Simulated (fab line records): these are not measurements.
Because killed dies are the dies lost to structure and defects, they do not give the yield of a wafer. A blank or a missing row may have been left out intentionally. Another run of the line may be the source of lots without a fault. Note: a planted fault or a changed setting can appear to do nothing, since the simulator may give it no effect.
Which tool was responsible? :: flow n5_finfet :: Sampling: 11 lots, 32 wafers, 5 of 1938 route steps

WHAT THE GAUGES READ, wafer by wafer
N5_BEOL_M4_RC_MEAS_101.
lot: L335
measured: day 8 08:25
on: prober-01
DIBL_N (mV/V): 34.7 39.9 35.7

lot: L337
measured: day 9 03:04
on: prober-02
DIBL_N (mV/V): 37.8 36.4 37.7

lot: L338
measured: day 9 03:22
on: prober-01
DIBL_N (mV/V): 34.4 33.6 34.9

lot: L340
measured: day 9 11:34
on: prober-02
DIBL_N (mV/V): 40.9 39.9 36.8

lot: L342
measured: day 10 15:36
on: prober-02
DIBL_N (mV/V): 37.4 37.9 38.2

lot: L346
measured: day 11 05:40
on: prober-01
DIBL_N (mV/V): 37.2 37.3

lot: L347
measured: day 11 22:47
on: prober-01
DIBL_N (mV/V): 35.2 40.4 34.9

lot: L349
measured: day 12 23:21
on: prober-01
DIBL_N (mV/V): 39.0 34.7 41.0

lot: L352
measured: day 13 04:44
on: prober-02
DIBL_N (mV/V): 36.2 38.4 34.2

lot: L353
measured: day 14 01:32
on: prober-01
DIBL_N (mV/V): 41.5 37.3 36.6

lot: L357
measured: day 15 01:47
on: prober-02
DIBL_N (mV/V): 38.5 41.7 36.9

EACH LOT AND THE TOOL THAT RAN IT (in order: tool; ch and the chambers of the sampled wafers; start)
lot: L335
N5_BEOL_M0_SURFACE_TREAT_137: pvd_sputter-01, day 5 20:11
N5_BEOL_M0_ANNEAL_117: pvd_sputter-02, day 5 21:20
N5_BEOL_M0_ANNEAL_135: pvd_sputter-02, day 5 21:35
N5_BEOL_M0_CO_CAP_123: cvd_co-01 ch 0,2, day 5 22:31

lot: L337
N5_BEOL_M0_SURFACE_TREAT_137: pvd_sputter-03, day 6 11:49
N5_BEOL_M0_ANNEAL_117: pvd_sputter-02, day 6 15:10
N5_BEOL_M0_ANNEAL_135: pvd_sputter-02, day 6 15:25
N5_BEOL_M0_CO_CAP_123: cvd_co-02 ch 0,2, day 6 16:22

lot: L338
N5_BEOL_M0_SURFACE_TREAT_137: pvd_sputter-03, day 6 20:07
N5_BEOL_M0_ANNEAL_117: pvd_sputter-03, day 6 20:29
N5_BEOL_M0_ANNEAL_135: pvd_sputter-03, day 6 20:43
N5_BEOL_M0_CO_CAP_123: cvd_co-01 ch 1,2, day 6 21:44

lot: L340
N5_BEOL_M0_SURFACE_TREAT_137: pvd_sputter-02, day 7 09:32
N5_BEOL_M0_ANNEAL_117: pvd_sputter-03, day 7 09:50
N5_BEOL_M0_ANNEAL_135: pvd_sputter-03, day 7 10:04
N5_BEOL_M0_CO_CAP_123: cvd_co-01 ch 0,1,2, day 7 11:33

lot: L342
N5_BEOL_M0_SURFACE_TREAT_137: pvd_sputter-02, day 8 00:45
N5_BEOL_M0_ANNEAL_117: pvd_sputter-02, day 8 01:07
N5_BEOL_M0_ANNEAL_135: pvd_sputter-02, day 8 01:21
N5_BEOL_M0_CO_CAP_123: cvd_co-01 ch 0,1,2, day 8 02:17

lot: L346
N5_BEOL_M0_SURFACE_TREAT_137: pvd_sputter-03, day 8 21:10
N5_BEOL_M0_ANNEAL_117: pvd_sputter-02, day 8 22:29
N5_BEOL_M0_ANNEAL_135: pvd_sputter-02, day 8 22:43
N5_BEOL_M0_CO_CAP_123: cvd_co-01 ch 1,2, day 9 00:05

lot: L347
N5_BEOL_M0_SURFACE_TREAT_137: pvd_sputter-03, day 9 00:07
N5_BEOL_M0_ANNEAL_117: pvd_sputter-01, day 9 02:00
N5_BEOL_M0_ANNEAL_135: pvd_sputter-01, day 9 02:14
N5_BEOL_M0_CO_CAP_123: cvd_co-01 ch 0,1,2, day 9 03:28

lot: L349
N5_BEOL_M0_SURFACE_TREAT_137: pvd_sputter-02, day 9 14:51
N5_BEOL_M0_ANNEAL_117: pvd_sputter-02, day 9 15:28
N5_BEOL_M0_ANNEAL_135: pvd_sputter-02, day 9 15:43
N5_BEOL_M0_CO_CAP_123: cvd_co-02 ch 0,1, day 9 16:38

lot: L352
N5_BEOL_M0_SURFACE_TREAT_137: pvd_sputter-02, day 10 00:29
N5_BEOL_M0_ANNEAL_117: pvd_sputter-02, day 10 00:49
N5_BEOL_M0_ANNEAL_135: pvd_sputter-02, day 10 01:04
N5_BEOL_M0_CO_CAP_123: cvd_co-02 ch 0,1,2, day 10 01:59

lot: L353
N5_BEOL_M0_SURFACE_TREAT_137: pvd_sputter-03, day 10 05:37
N5_BEOL_M0_ANNEAL_117: pvd_sputter-02, day 10 05:55
N5_BEOL_M0_ANNEAL_135: pvd_sputter-02, day 10 06:09
N5_BEOL_M0_CO_CAP_123: cvd_co-02 ch 0,1,2, day 10 07:10

lot: L357
N5_BEOL_M0_SURFACE_TREAT_137: pvd_sputter-01, day 11 09:46
N5_BEOL_M0_ANNEAL_117: pvd_sputter-01, day 11 10:14
N5_BEOL_M0_ANNEAL_135: pvd_sputter-01, day 11 10:28
N5_BEOL_M0_CO_CAP_123: cvd_co-02 ch 0,1, day 11 11:48
- N5_BEOL_M0_SURFACE_TREAT_137
- N5_BEOL_M0_ANNEAL_117: time 60 s.
- N5_BEOL_M0_ANNEAL_135: time 60 s.
- N5_BEOL_M0_CO_CAP_123: material Co, precursor CCTBA/H2, target thk 2 nm, time 102.1 s.

THE ANSWER, worked out from the rows above alone
Rule: the usual values come from the lots themselves. The widest of any qualifying gaps counts: lots, ordered by their means at a reading, are off when they make up no more than a third of the lots, leave a main group of 4 or more, and stand apart from it by 3 or more times the standard deviation of that group's means. If all means in a main group match to the digits the tables above print for the reading, that group is not used. Also off: a lot with no number at a reading for which 4 or more lots have one. All remaining lots with rows at the step are treated as sound.
No lot is off at any reading shown: from this, nothing can be told.

WHAT THE SIMULATOR HAD INSERTED
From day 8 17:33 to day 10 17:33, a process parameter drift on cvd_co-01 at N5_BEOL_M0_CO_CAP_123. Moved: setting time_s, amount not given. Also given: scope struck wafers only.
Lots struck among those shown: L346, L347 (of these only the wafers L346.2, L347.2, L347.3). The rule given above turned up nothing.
